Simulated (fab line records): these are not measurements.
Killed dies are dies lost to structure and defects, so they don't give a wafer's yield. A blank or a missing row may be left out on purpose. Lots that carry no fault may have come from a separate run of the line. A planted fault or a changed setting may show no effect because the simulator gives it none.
fab line records | flow n5-finfet
[record] lots = 11 | wafers = 33 | last-day = 20
route steps=1938 shown BEOL_M9@1457 BEOL_M10@1476 PASSIVATION@1936
lots untouched by any fault: they come from a run of this same line in which no faults occurred
start-h: start of the lot's first displayed wafer, in hours after the record's first day | wait-h: how many hours have passed since the lot's step before this one | " identical to the entry in the row above | L1.1+2: one row covering several wafers at once | - no value present, or no start provided | * or withheld: withheld | < > ~ a bound
route shown NAME@n: names a module that has steps shown in the file, with the first one's number in the route | usual: mean/standard deviation of fault-free wafers | same: alike in all rows | chamber/n: place in a boat | sites: each site's reading | _std_site: standard deviation across them | _edge_site: the outer-site mean with the inner-site mean subtracted | radius-mm: how far each site lies from the wafer's centre | mask NAME#n: copy n | behind: the tool/chamber that last shaped the wafer | hold: reason for holding the lot/hours on hold/outcome of the hold | device: the n, p or np transistor that did not switch | end of line: the route-end tests of the same wafers | a step given without rows: its recipe and nothing more | killed: not the wafer's yield, but the dies lost to structure and defects at the first sort | map: the dies of a wafer, with x for killed, . for not killed, _ for no die there
set.NAME: the setting that was run; set.NAME@STEP: the one run at that earlier step | model.NAME: the simulator's own value behind a step, which no gauge read
steps of the route over a sample of lots; a table a step, a row a wafer
services: a tool's chamber out of use, with start hour (start-h, from the record's first day; less than 0 if before it), hours out, and reason
[[steps]]
[step N5_BEOL_M9_PRE_CLEAN_45]
[recipe] gas = H2/He | time-s = 30 | temp-c = 250
[usual] heater-power-w = 345/37
[same] time-s = 30
lot.wafer | tool           | chamber | start-h | wait-h | heater-power-w
L545.1    | pvd-sputter-01 | -       | 276.10  | 0.0    | 351
L545.2    | "              | -       | "       | "      | 409
L545.5    | "              | -       | "       | "      | 356
L546.1    | pvd-sputter-03 | -       | 282.79  | 0.0    | 290
L546.3    | "              | -       | "       | "      | 305
L546.5    | "              | -       | "       | "      | 284
L544.1    | pvd-sputter-03 | -       | 283.72  | 0.0    | 308
L544.2    | "              | -       | "       | "      | 288
L544.4    | "              | -       | "       | "      | 331
L548.3    | pvd-sputter-02 | -       | 303.48  | 0.0    | 319
L548.5    | "              | -       | "       | "      | 322
L548.6    | "              | -       | "       | "      | 376
L551.1    | pvd-sputter-03 | -       | 308.85  | 0.0    | 316
L551.4    | "              | -       | "       | "      | 287
L551.6    | "              | -       | "       | "      | 296
L552.1    | pvd-sputter-02 | -       | 311.49  | 0.0    | 314
L552.2    | "              | -       | "       | "      | 383
L552.4    | "              | -       | "       | "      | 359
L560.1    | pvd-sputter-01 | -       | 372.09  | 0.0    | 345
L560.2    | "              | -       | "       | "      | 421
L560.5    | "              | -       | "       | "      | 417
L559.1    | pvd-sputter-02 | -       | 379.89  | 0.0    | 376
L559.4    | "              | -       | "       | "      | 329
L559.6    | "              | -       | "       | "      | 349
L564.1    | pvd-sputter-02 | -       | 399.40  | 0.0    | 377
L564.2    | "              | -       | "       | "      | 357
L564.3    | "              | -       | "       | "      | 389
L565.4    | pvd-sputter-01 | -       | 413.99  | 0.0    | 351
L565.5    | "              | -       | "       | "      | 406
L565.6    | "              | -       | "       | "      | 347
L562.1    | pvd-sputter-01 | -       | 419.18  | 0.0    | 411
L562.4    | "              | -       | "       | "      | 333
L562.5    | "              | -       | "       | "      | 341
[step N5_BEOL_M9_THK_MEAS_53]
[recipe] thk-meas-gauge = xrf | reads = Cu_of_BEOL_M9_ECD_50
[usual] M9_THK = 140.7/2.2
lot.wafer | tool          | chamber | start-h | wait-h | M9_THK[nm]
L545.1    | film-metro-01 | -       | 277.94  | -      | 138.9
L545.2    | "             | -       | "       | "      | 139.1
L545.5    | "             | -       | "       | "      | 136.8
L546.1    | film-metro-01 | -       | 285.27  | -      | 143.0
L546.3    | "             | -       | "       | "      | 143.7
L546.5    | "             | -       | "       | "      | 145.1
L544.1    | film-metro-02 | -       | 285.72  | -      | 143.1
L544.2    | "             | -       | "       | "      | 140.5
L544.4    | "             | -       | "       | "      | 145.6
L548.3    | film-metro-01 | -       | 305.88  | -      | 141.8
L548.5    | "             | -       | "       | "      | 138.3
L548.6    | "             | -       | "       | "      | 138.8
L551.1    | film-metro-01 | -       | 310.62  | -      | 141.9
L551.4    | "             | -       | "       | "      | 139.5
L551.6    | "             | -       | "       | "      | 143.1
L552.1    | film-metro-01 | -       | 312.87  | -      | 141.1
L552.2    | "             | -       | "       | "      | 137.9
L552.4    | "             | -       | "       | "      | 138.4
L560.1    | film-metro-01 | -       | 373.63  | -      | 139.1
L560.2    | "             | -       | "       | "      | 139.0
L560.5    | "             | -       | "       | "      | 140.9
L559.1    | film-metro-01 | -       | 382.83  | -      | 140.2
L559.4    | "             | -       | "       | "      | 138.1
L559.6    | "             | -       | "       | "      | 140.6
L564.1    | film-metro-01 | -       | 400.80  | -      | 139.3
L564.2    | "             | -       | "       | "      | 139.0
L564.3    | "             | -       | "       | "      | 141.9
L565.4    | film-metro-02 | -       | 416.29  | -      | 141.5
L565.5    | "             | -       | "       | "      | 139.8
L565.6    | "             | -       | "       | "      | 141.8
L562.1    | film-metro-02 | -       | 421.15  | -      | 138.1
L562.4    | "             | -       | "       | "      | 142.7
L562.5    | "             | -       | "       | "      | 142.1
[step N5_BEOL_M9_INSPECT_58]
[recipe] inspect-instrument = darkfield | mode = post-dep
[usual] raw-defect-count = 69/24
lot.wafer | tool              | chamber | start-h | wait-h | raw-defect-count
L545.1    | defect-inspect-01 | -       | 278.10  | 0.0    | 101
L545.2    | "                 | -       | "       | "      | 61
L545.5    | "                 | -       | "       | "      | 64
L546.1    | defect-inspect-01 | -       | 285.43  | 0.0    | 69
L546.3    | "                 | -       | "       | "      | 102
L546.5    | "                 | -       | "       | "      | 76
L544.1    | defect-inspect-01 | -       | 285.88  | 0.0    | 57
L544.2    | "                 | -       | "       | "      | 64
L544.4    | "                 | -       | "       | "      | 41
L548.3    | defect-inspect-02 | -       | 306.05  | 0.0    | 70
L548.5    | "                 | -       | "       | "      | 54
L548.6    | "                 | -       | "       | "      | 86
L551.1    | defect-inspect-01 | -       | 310.78  | 0.0    | 118
L551.4    | "                 | -       | "       | "      | 64
L551.6    | "                 | -       | "       | "      | 64
L552.1    | defect-inspect-02 | -       | 313.07  | 0.0    | 55
L552.2    | "                 | -       | "       | "      | 71
L552.4    | "                 | -       | "       | "      | 91
L560.1    | defect-inspect-01 | -       | 373.79  | 0.0    | 112
L560.2    | "                 | -       | "       | "      | 103
L560.5    | "                 | -       | "       | "      | 110
L559.1    | defect-inspect-01 | -       | 383.00  | 0.0    | 44
L559.4    | "                 | -       | "       | "      | 49
L559.6    | "                 | -       | "       | "      | 89
L564.1    | defect-inspect-02 | -       | 400.96  | 0.0    | 50
L564.2    | "                 | -       | "       | "      | 69
L564.3    | "                 | -       | "       | "      | 62
L565.4    | defect-inspect-01 | -       | 416.45  | 0.0    | 46
L565.5    | "                 | -       | "       | "      | 41
L565.6    | "                 | -       | "       | "      | 57
L562.1    | defect-inspect-02 | -       | 421.31  | 0.0    | 44
L562.4    | "                 | -       | "       | "      | 47
L562.5    | "                 | -       | "       | "      | 43
[step N5_BEOL_M10_COAT_60]
[recipe] resist = SiARC | temp-c = 220 | time-s = 60 | spin-rpm = 1500 | resist-thk-nm = 30
[usual] spin-speed-rpm = 1499.9/0.9
[same] time-s = 60
lot.wafer | tool           | chamber | start-h | wait-h | spin-speed-rpm
L545.1    | litho-track-01 | 0       | 279.77  | -      | 1501.0
L545.2    | "              | 0       | "       | "      | 1499.5
L545.5    | "              | 0       | "       | "      | 1500.5
L546.1    | litho-track-01 | 0       | 286.84  | -      | 1500.6
L546.3    | "              | 0       | "       | "      | 1499.3
L546.5    | "              | 0       | "       | "      | 1499.8
L544.1    | litho-track-02 | 0       | 287.80  | -      | 1499.6
L544.2    | "              | 0       | "       | "      | 1500.2
L544.4    | "              | 0       | "       | "      | 1498.0
L548.3    | litho-track-02 | 0       | 308.42  | -      | 1498.9
L548.5    | "              | 0       | "       | "      | 1501.7
L548.6    | "              | 0       | "       | "      | 1499.7
L551.1    | litho-track-02 | 0       | 312.32  | -      | 1195.9
L551.4    | "              | 0       | "       | "      | 1195.4
L551.6    | "              | 0       | "       | "      | 1196.2
L552.1    | litho-track-02 | 0       | 314.74  | -      | 1197.6
L552.2    | "              | 0       | "       | "      | 1194.8
L552.4    | "              | 0       | "       | "      | 1194.5
L560.1    | litho-track-01 | 0       | 374.84  | -      | 1499.7
L560.2    | "              | 0       | "       | "      | 1499.1
L560.5    | "              | 0       | "       | "      | 1498.7
L559.1    | litho-track-01 | 0       | 385.86  | -      | 1498.9
L559.4    | "              | 0       | "       | "      | 1501.1
L559.6    | "              | 0       | "       | "      | 1499.2
L564.1    | litho-track-02 | 0       | 402.46  | -      | 1498.7
L564.2    | "              | 0       | "       | "      | 1499.8
L564.3    | "              | 0       | "       | "      | 1499.5
L565.4    | litho-track-01 | 0       | 419.51  | -      | 1500.3
L565.5    | "              | 0       | "       | "      | 1500.5
L565.6    | "              | 0       | "       | "      | 1499.6
L562.1    | litho-track-01 | 0       | 422.94  | -      | 1498.5
L562.4    | "              | 0       | "       | "      | 1499.4
L562.5    | "              | 0       | "       | "      | 1499.4
[step N5_BEOL_M10_ETCH_61]
[recipe] chemistry = CF4 | target = SiARC | target-depth-a = 390 | mask-material = CAR-ArF | time-s = 65 | ion-energy-ev = 80 | pressure-mtorr = 40 | source-w = 545 | bias-w = 36 | Ar_flow_sccm = 100 | cf4-flow-sccm = 100 | ends = cleared
[usual] drypump-motor-current-A = 5.8/0.39 | etch-rf-on-time-s = 64.8/0.78 | oes-product-au = 0.65/0.059 | rf-vpp-V = 184.4/1 | showerhead-plenum-p-Torr = 2.16/0.05 | throttle-valve-pct = 15.68/0.18
lot.wafer | tool        | chamber | start-h | wait-h | drypump-motor-current-A | etch-rf-on-time-s | oes-product-au | rf-hours-counter-h | rf-vpp-V | showerhead-plenum-p-Torr | throttle-valve-pct
L545.1    | rie-diel-04 | 2       | 280.58  | 0.0    | 5.5                     | 65.9              | 0.58           | 235                | 185.9    | 2.19                     | 16.14
L545.2    | "           | 0       | "       | "      | 6.4                     | 64.1              | 0.75           | 45                 | 186.2    | 2.26                     | 15.53
L545.5    | "           | 1       | "       | "      | 5.3                     | 65.2              | 0.66           | -                  | 183.0    | 2.14                     | 15.37
L546.1    | rie-diel-01 | 3       | 287.55  | 0.0    | 5.6                     | 65.1              | 0.64           | 167                | 183.7    | 2.14                     | 15.81
L546.3    | "           | 1       | "       | "      | 5.7                     | 63.7              | 0.68           | 115                | 183.7    | 2.15                     | 15.59
L546.5    | "           | 2       | "       | "      | 6.2                     | 64.2              | 0.69           | -                  | 183.5    | 2.08                     | 15.76
L544.1    | rie-diel-04 | 1       | 288.29  | 0.0    | 5.3                     | 65.5              | 0.66           | 129                | 185.0    | 2.14                     | 15.40
L544.2    | "           | 0       | "       | "      | 6.4                     | 63.6              | 0.74           | 49                 | 186.1    | 2.26                     | 15.54
L544.4    | "           | 2       | "       | "      | 5.5                     | 64.7              | 0.58           | 239                | 185.8    | 2.19                     | 16.15
L548.3    | rie-diel-04 | 0       | 308.93  | 0.0    | 6.4                     | 64.1              | 0.73           | 56                 | 185.2    | 2.26                     | 15.54
L548.5    | "           | 1       | "       | "      | 5.3                     | 65.3              | 0.66           | -                  | 184.2    | 2.14                     | 15.40
L548.6    | "           | 2       | "       | "      | 5.5                     | 64.7              | 0.58           | -                  | 183.7    | 2.19                     | 16.16
L551.1    | rie-diel-04 | 2       | 313.79  | 0.0    | 5.4                     | 73.0              | 0.57           | 248                | 184.5    | 2.19                     | 16.19
L551.4    | "           | 1       | "       | "      | 5.3                     | 74.4              | 0.65           | 139                | 184.2    | 2.14                     | 15.39
L551.6    | "           | 0       | "       | "      | 6.4                     | 72.8              | 0.73           | -                  | 185.7    | 2.26                     | 15.54
L552.1    | rie-diel-01 | 1       | 315.12  | 0.0    | 5.8                     | 73.5              | 0.66           | 127                | 183.8    | 2.14                     | 15.60
L552.2    | "           | 2       | "       | "      | 6.2                     | 72.7              | 0.68           | 107                | 183.1    | 2.08                     | 15.77
L552.4    | "           | 1       | "       | "      | 5.8                     | 73.4              | 0.66           | -                  | 185.1    | 2.14                     | 15.60
L560.1    | rie-diel-06 | 1       | 375.33  | 0.0    | 5.7                     | 65.2              | 0.66           | 127                | 184.5    | 2.15                     | 15.73
L560.2    | "           | 0       | "       | "      | 6.0                     | 65.9              | 0.59           | 250                | 184.4    | 2.10                     | 15.96
L560.5    | "           | 3       | "       | "      | 5.9                     | 64.5              | 0.60           | -                  | 184.1    | 2.12                     | 15.69
L559.1    | rie-diel-06 | 2       | 386.71  | 0.0    | 5.1                     | 64.2              | 0.58           | 242                | 184.8    | 2.20                     | 15.67
L559.4    | "           | 2       | "       | "      | 5.1                     | 64.2              | 0.58           | -                  | 185.4    | 2.20                     | 15.69
L559.6    | "           | 3       | "       | "      | 5.9                     | 64.2              | 0.60           | -                  | 183.0    | 2.12                     | 15.68
L564.1    | rie-diel-01 | 0       | 403.19  | 0.0    | 5.8                     | 65.0              | 0.66           | 137                | 185.6    | 2.22                     | 15.71
L564.2    | "           | 3       | "       | "      | 5.6                     | 65.3              | 0.60           | 213                | 185.3    | 2.13                     | 15.90
L564.3    | "           | 1       | "       | "      | 5.8                     | 64.6              | 0.64           | 157                | 183.7    | 2.13                     | 15.65
L565.4    | rie-diel-01 | 0       | 420.27  | 0.0    | 5.7                     | 65.5              | 0.65           | -                  | 185.1    | 2.22                     | 15.74
L565.5    | "           | 1       | "       | "      | 5.7                     | 65.2              | 0.64           | -                  | 184.7    | 2.13                     | 15.68
L565.6    | "           | 3       | "       | "      | 5.6                     | 65.6              | 0.60           | -                  | 183.6    | 2.12                     | 15.89
L562.1    | rie-diel-04 | 3       | 423.33  | 0.0    | 6.5                     | 64.8              | 0.82           | 3                  | 184.4    | 2.19                     | 15.10
L562.4    | "           | 0       | "       | "      | 6.4                     | 64.5              | 0.70           | 92                 | 185.5    | 2.25                     | 15.62
L562.5    | "           | 1       | "       | "      | 5.3                     | 65.8              | 0.61           | -                  | 183.0    | 2.12                     | 15.50
[step N5_PASSIVATION_PROBE_49]
[usual] defect-limited-yield = 91.2/1.3 | killed_at_M0_to_M3 = 34/9.2 | killed_at_M4_up = 14/5 | killed-at-contacts = 13/6.7 | killed-at-front-end = 39/12 | killed-at-other = 4/3.3 | killed-dies = 104/15 | killed-open = 68/12 | killed-short = 34/7.5 | sort_bin_5_function = 5.2/0.87 | sort_bin_6_memory = 3.3/0.63 | sort-n-pass = 1076/15 | sort-yield-pct = 91.2/1.3
[same] gross-dies = 1180 | killed-at-back-side = 0 | sort_bin_4_leakage[%] = 0 | sort_bin_8_speed[%] = 0
lot.wafer | tool      | chamber | start-h | wait-h | defect-limited-yield[%] | killed_at_M0_to_M3 | killed_at_M4_up | killed-at-contacts | killed-at-front-end | killed-at-other | killed-dies | killed-open | killed-short | sort_bin_5_function[%] | sort_bin_6_memory[%] | sort-n-pass | sort-yield-pct[%]
L545.1    | prober-01 | -       | 341.28  | 0.0    | 91.4                    | 25                 | 19              | 12                 | 40                  | 6               | 102         | 60          | 37           | 5.1                    | 3.1                  | 1078        | 91.4
L545.2    | prober-01 | -       | 341.33  | 0.1    | 88.2                    | 30                 | 16              | 19                 | 72                  | 2               | 139         | 106         | 31           | 7.2                    | 4.4                  | 1041        | 88.2
L545.5    | prober-01 | -       | 341.48  | 0.2    | 89.3                    | 31                 | 21              | 9                  | 61                  | 4               | 126         | 82          | 39           | 5.5                    | 4.9                  | 1054        | 89.3
L546.1    | prober-02 | -       | 348.81  | 0.0    | 91.3                    | 46                 | 12              | 12                 | 32                  | 1               | 103         | 62          | 39           | 5.4                    | 2.9                  | 1077        | 91.3
L546.3    | prober-02 | -       | 348.91  | 0.1    | 91.3                    | 48                 | 15              | 11                 | 28                  | 1               | 103         | 70          | 29           | 5.8                    | 2.9                  | 1077        | 91.3
L546.5    | prober-02 | -       | 349.01  | 0.2    | 90.0                    | 34                 | 16              | 10                 | 53                  | 5               | 118         | 77          | 41           | 6.8                    | 3.1                  | 1062        | 90.0
L551.1    | prober-02 | -       | 369.55  | 0.0    | 90.5                    | 23                 | 10              | 26                 | 50                  | 3               | 112         | 65          | 44           | 5.1                    | 3.7                  | 1068        | 90.5
L551.4    | prober-02 | -       | 369.70  | 0.2    | 88.7                    | 23                 | 19              | 20                 | 71                  | 0               | 133         | 84          | 48           | 6.5                    | 3.9                  | 1047        | 88.7
L551.6    | prober-02 | -       | 369.80  | 0.3    | 91.7                    | 29                 | 13              | 15                 | 40                  | 1               | 98          | 71          | 26           | 4.1                    | 3.8                  | 1082        | 91.7
// killed by level:class
L545.1 MOL_CONTACT_COAG:geometric-particle:open=10 FIN_SAQP:geometric-particle:short=8 STI_FIN_REVEAL:geometric-particle:open=7 BEOL_M4:geometric-particle:open=7 BEOL_M3:geometric-particle:open=6 FIN_SAQP:geometric-particle:open=5 BEOL_M0_SAQP:geometric-particle:short=5 GATE_CUT:geometric-particle:short=4
L545.2 FIN_SAQP:geometric-particle:open=34 MOL_CONTACT_COAG:geometric-particle:open=16 STI_FIN_REVEAL:geometric-particle:open=11 FIN_SAQP:geometric-particle:short=9 BEOL_M3:geometric-particle:open=8 BEOL_M0_SAQP:geometric-particle:open=6 BEOL_M2:geometric-particle:open=6 DUMMY_GATE:geometric-particle:open=4
L545.5 STI_FIN_REVEAL:geometric-particle:open=15 FIN_SAQP:geometric-particle:open=14 FIN_SAQP:geometric-particle:short=9 BEOL_M4:geometric-particle:open=9 BEOL_M0_SAQP:geometric-particle:short=7 BEOL_M0_SAQP:geometric-particle:open=6 BEOL_M2:geometric-particle:open=6 GATE_CUT:geometric-particle:short=5
L546.1 BEOL_M0_SAQP:geometric-particle:short=16 BEOL_M0_SAQP:geometric-particle:open=16 MOL_CONTACT_COAG:geometric-particle:open=10 STI_FIN_REVEAL:geometric-particle:open=8 GATE_CUT:geometric-particle:short=8 GATE_CUT:geometric-particle:open=5 BEOL_M3:geometric-particle:open=4 BEOL_M4:geometric-particle:open=4
L546.3 STI_FIN_REVEAL:geometric-particle:open=10 BEOL_M0_SAQP:geometric-particle:short=10 BEOL_M2:geometric-particle:open=10 MOL_CONTACT_COAG:geometric-particle:open=9 BEOL_M3:geometric-particle:open=9 BEOL_M0_SAQP:geometric-particle:open=8 GATE_CUT:geometric-particle:short=5 BEOL_M7:geometric-particle:open=4
L546.5 STI_FIN_REVEAL:geometric-particle:open=24 BEOL_M0_SAQP:geometric-particle:short=11 BEOL_M0_SAQP:geometric-particle:open=7 GATE_CUT:geometric-particle:short=6 MOL_CONTACT_COAG:geometric-particle:open=6 FIN_SAQP:geometric-particle:open=5 GATE_CUT:geometric-particle:open=5 BEOL_M3:geometric-particle:open=5
L551.1 MOL_CONTACT_COAG:geometric-particle:open=19 FIN_SAQP:geometric-particle:short=14 FIN_SAQP:geometric-particle:open=9 MOL_CONTACT_COAG:geometric-particle:short=7 BEOL_M3:geometric-particle:open=5 STARTING-WAFER:geometric-particle:open=5 BEOL_M0_SAQP:geometric-particle:open=4 BEOL_M0_SAQP:geometric-particle:short=4
L551.4 FIN_SAQP:geometric-particle:open=22 FIN_SAQP:geometric-particle:short=15 STI_FIN_REVEAL:geometric-particle:open=14 MOL_CONTACT_COAG:geometric-particle:open=12 MOL_CONTACT_COAG:geometric-particle:short=8 GATE_CUT:geometric-particle:short=5 BEOL_M5:geometric-particle:open=5 GATE_CUT:geometric-particle:open=4
L551.6 FIN_SAQP:geometric-particle:open=13 MOL_CONTACT_COAG:geometric-particle:open=12 BEOL_M3:geometric-particle:open=9 GATE_CUT:geometric-particle:open=6 GATE_CUT:geometric-particle:short=5 BEOL_M0_SAQP:geometric-particle:short=5 BEOL_M0_SAQP:geometric-particle:open=5 BEOL_M0:geometric-particle:open=4
[[services]]
tool           | chamber | start-h | hours | kind
rie-diel-06    | 3       | 258.10  | 3.1   | repair
rie-diel-04    | 3       | 260.32  | 20.8  | repair
rie-diel-06    | 1       | 301.28  | 8.3   | repair
rie-diel-06    | -       | 310.71  | 2.8   | pm
rie-diel-01    | 0       | 311.39  | 14.6  | repair
rie-diel-04    | 2       | 317.65  | -     | clean
rie-diel-04    | 2       | 317.65  | -     | consumable-replace:focus-ring
rie-diel-04    | 2       | 317.65  | 19.5  | scheduled-down
rie-diel-04    | 2       | 317.65  | 19.5  | vent-cycle
rie-diel-01    | 1       | 323.83  | 2.3   | repair
rie-diel-04    | 0       | 328.48  | 9.2   | repair
rie-diel-01    | 1       | 337.50  | 9.0   | repair
rie-diel-01    | 3       | 376.33  | 6.9   | repair
rie-diel-06    | 0       | 377.94  | 8.3   | repair
rie-diel-06    | 0       | 386.49  | -     | clean
rie-diel-06    | 0       | 386.49  | -     | consumable-replace:esc
rie-diel-01    | 2       | 397.61  | 35.8  | repair
rie-diel-04    | 3       | 401.11  | -     | clean
rie-diel-04    | 3       | 401.11  | -     | consumable-replace:focus-ring
rie-diel-04    | 3       | 401.11  | 15.5  | scheduled-down
rie-diel-04    | 3       | 401.11  | 15.5  | vent-cycle
rie-diel-06    | 2       | 401.88  | 2.7   | repair
litho-track-02 | -       | 409.63  | -     | consumable-replace:filter
rie-diel-06    | 1       | 416.73  | 1.6   | repair
[[key]]
[first-sign] step = N5_BEOL_M10_COAT_60 | reading = spin-speed-rpm | direction = down | sigmas = 99+ | usual = * | struck = *
[effect] step = N5_BEOL_M10_ETCH_61 | reading = etch-rf-on-time-s | direction = up | sigmas = 11 | usual = * | struck = *
met-at N5_BEOL_M10_COAT_60
struck-lots L551,L552
not-acting-at N5_BEOL_M9_PRE_CLEAN_45,N5_BEOL_M9_THK_MEAS_53,N5_BEOL_M9_INSPECT_58
onset-between 308.42 312.32
[fault] kind = process-parameter-drift | tool = litho-track-02 | chamber = - | onset-h = 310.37 | steps = N5_BEOL_M10_COAT_60 | channel = spin-rpm | offset = * | shape = step | end-h = 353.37 | acts-in = * | stated = *
